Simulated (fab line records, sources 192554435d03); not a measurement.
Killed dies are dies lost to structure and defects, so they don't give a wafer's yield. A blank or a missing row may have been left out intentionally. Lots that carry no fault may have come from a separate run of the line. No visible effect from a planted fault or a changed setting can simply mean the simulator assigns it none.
Chamber matching    flow n5_finfet    rie_diel-05 running N5_BEOL_M1_DESCUM_16: 4 sister chambers
The step chemistry O2, time 7 s. 14 wafers are shown with their chamber, then 7 later ones without.

== WAFERS, EACH WITH ITS CHAMBER ==
wafer   chamber  throttle_valve_pct (%)  showerhead_plenum_p_Torr (Torr)  oes_product_au (a.u.)
L077.1  1        19.98                   2.08                             0.74
L077.2  0        20.68                   2.02                             0.77
L077.5  1        19.97                   2.08                             0.74
L076.2  1        19.99                   2.08                             0.74
L076.5  1        19.97                   2.08                             0.74
L076.6  0        20.68                   2.02                             0.78
L083.3  2        20.21                   2.11                             0.85
L083.4  3        20.49                   2.22                             0.92
L083.5  1        19.99                   2.07                             0.73
L088.2  0        20.69                   2.01                             0.75
L088.4  3        20.49                   2.22                             0.91
L088.6  3        20.50                   2.22                             0.90
L090.4  1        20.01                   2.07                             0.72
L090.5  0        20.72                   2.01                             0.75

SIGNATURES (means of the wafers above)
reading                   chamber 0  chamber 1  chamber 2  chamber 3  scatter within a chamber
throttle_valve_pct        20.6925    19.9850    20.2100    20.4933    0.0151
showerhead_plenum_p_Torr  2.0150     2.0767     2.1100     2.2200     0.00483
oes_product_au            0.7625     0.7350     0.8500     0.9100     0.0111
Rule: a wafer's distance from a chamber is the root of the sum, over the readings, of the square of ((its reading less the chamber's mean) divided by the reading's scatter). The wafer belongs to the nearest chamber; if the next one is less than 2 further off, it can't be placed. How the scatter is found: for the shown wafers, subtract from each reading the mean of its chamber, square and add these, divide the total by (wafers less chambers), then take the root.

== WAFERS WITH NO CHAMBER GIVEN ==
wafer   throttle_valve_pct (%)  showerhead_plenum_p_Torr (Torr)  oes_product_au (a.u.)
L090.6  20.53                   2.22                             0.89
L092.1  20.02                   2.07                             0.72
L092.2  20.51                   2.22                             0.88
L092.4  20.72                   2.01                             0.75
L095.2  20.24                   2.11                             0.84
L095.3  20.04                   2.06                             0.71
L095.5  20.23                   2.11                             0.83

== EACH ONE'S CHAMBER ==
wafer   from the rows above  in truth
L090.6  3                    3
L092.1  1                    1
L092.2  3                    3
L092.4  0                    0
L095.2  2                    2
L095.3  1                    1
L095.5  2                    2
7 of 7 placed correctly. From these rows, 0 cannot be placed. Wrongly placed: 0.
